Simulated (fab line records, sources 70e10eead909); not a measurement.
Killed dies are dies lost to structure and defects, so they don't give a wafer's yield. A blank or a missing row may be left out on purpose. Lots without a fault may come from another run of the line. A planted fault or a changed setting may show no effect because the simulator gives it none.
A struck lot beside a sound one | flow nand_harc | 15 steps out of a route of 1159
Sound: wafers L397.1, L397.2, L397.5. Struck: wafers L403.1, L403.4, L403.6. The cause comes at the end.
At each step with rows: each side's tool, then ch and its chambers, then its first start. Under that, the readings that differ: sound wafers | struck wafers | difference of the means | sigmas: that difference in standard deviations of wafers without a fault.
alike: readings whose means differ by less than 2 such deviations, and words and numbers that are the same on both sides. not compared: withheld readings, readings that some wafer has no value for, bounds like >300 that may hide the same value, and numbers for which the record gives no deviation and whose values overlap.
The two part at a step that has a row with sigmas, a row that says differs or no value, or rows on one side only. Numbers that don't overlap but have no deviation are shown without sigmas and don't part them. A reading that every wafer of one side lacks parts them only if that side has two wafers or more.

NHARC_P_GATE_INSPECT_28:
  sound on defect_inspect-02, day 4 17:30; struck on defect_inspect-02, day 6 08:32
  alike: raw_defect_count
NHARC_P_GATE_DESCUM_31: chemistry O2, time 3 s.
  sound on rie_diel-10 ch 0,2,3, day 4 17:36; struck on rie_diel-09 ch 0,1,3, day 6 08:36
  alike: drypump_motor_current_A, oes_product_au, rf_vpp_V, showerhead_plenum_p_Torr, throttle_valve_pct
  not compared: rf_hours_counter_h
NHARC_P_GATE_ETCH_104: etches the open film in CF4/CHF3, target depth 60 nm.
  sound on rie_diel-10 ch 0,2,3, day 4 17:40; struck on rie_diel-09 ch 2,3, day 6 08:41
  alike: drypump_motor_current_A, oes_product_au, rf_vpp_V, showerhead_plenum_p_Torr, throttle_valve_pct
then, 2 steps without rows for these wafers: NHARC_P_GATE_HM_OPEN_105 (chemistry O2/COS, target depth 360 nm); NHARC_P_GATE_STRIP_106 (strips in O2/COS).
NHARC_P_GATE_ETCH_114: etches the open film in CF4/O2, target depth 30 nm, overetch 3 nm, time 16.5 s.
  sound on rie_diel-10 ch 0,2; struck on rie_diel-09 ch 1,2
  alike: drypump_motor_current_A, oes_product_au, rf_vpp_V, showerhead_plenum_p_Torr, throttle_valve_pct
  not compared: rf_hours_counter_h
NHARC_P_GATE_ETCH_32: etches the open film in HBr/Cl2, target depth 150 nm, time 100.1 s.
  sound on rie_si-01 ch 1,2,3, day 4 18:04; struck on rie_si-03 ch 0,3, day 6 09:04
  reading                     | sound       | struck      | difference | sigmas
  drypump_motor_current_A (A) | 5.7 6.2 6.7 | 5.3 4.9 4.9 | -1.2       | -2
  alike: oes_product_au, throttle_valve_pct
  not compared: rf_hours_counter_h
then, 1 step without rows for these wafers: NHARC_P_GATE_STRIP_108 (strips in O2).
NHARC_P_GATE_CD_MEAS_33:
  sound on cd_sem-01, day 4 18:24; struck on cd_sem-01, day 6 09:23
  alike: cd_nm
then, 3 steps without rows for these wafers: NHARC_P_GATE_STRIP_35 (strips in SPM, time 600 s); NHARC_P_GATE_PRECLEAN_73 (cleans in SC1); NHARC_P_GATE_SRD_74.
NHARC_P_GATE_ALD_36: deposits SiNx, target thk 20 nm, pulse time 60 s, ald cycles 223.
  sound on ald_sin-04 ch 1,3, day 4 18:52; struck on ald_sin-02 ch 2,3, day 6 09:51
  reading    | sound       | struck      | difference | sigmas
  ald_cycles | 223 223 223 | 408 408 408 | +185       |
  alike: heater_power_w, precursor_pulse_height_rel
NHARC_P_GATE_ETCHBACK_37: etches the open film in CHF3/O2, target depth 34.5 nm, time 17.2 s.
  sound on rie_diel-09 ch 0,2,3; struck on rie_diel-11 ch 0,2
  alike: drypump_motor_current_A, oes_product_au, rf_vpp_V, showerhead_plenum_p_Torr, throttle_valve_pct
  not compared: rf_hours_counter_h
-- the record jumps here: 15 days lie between the struck wafers' starts before and after (it left off in module P_GATE and takes up again in module END, whose first step shown is number 1159 of the route) --
NHARC_END_SORT_01:
  the record has rows for the struck wafers here (prober-01 ch 0, day 21 05:54) and none for the sound ones

WHERE THEY PART
First at NHARC_P_GATE_ETCH_32; last, within this record, at NHARC_END_SORT_01.

WHY: what the simulator had put in
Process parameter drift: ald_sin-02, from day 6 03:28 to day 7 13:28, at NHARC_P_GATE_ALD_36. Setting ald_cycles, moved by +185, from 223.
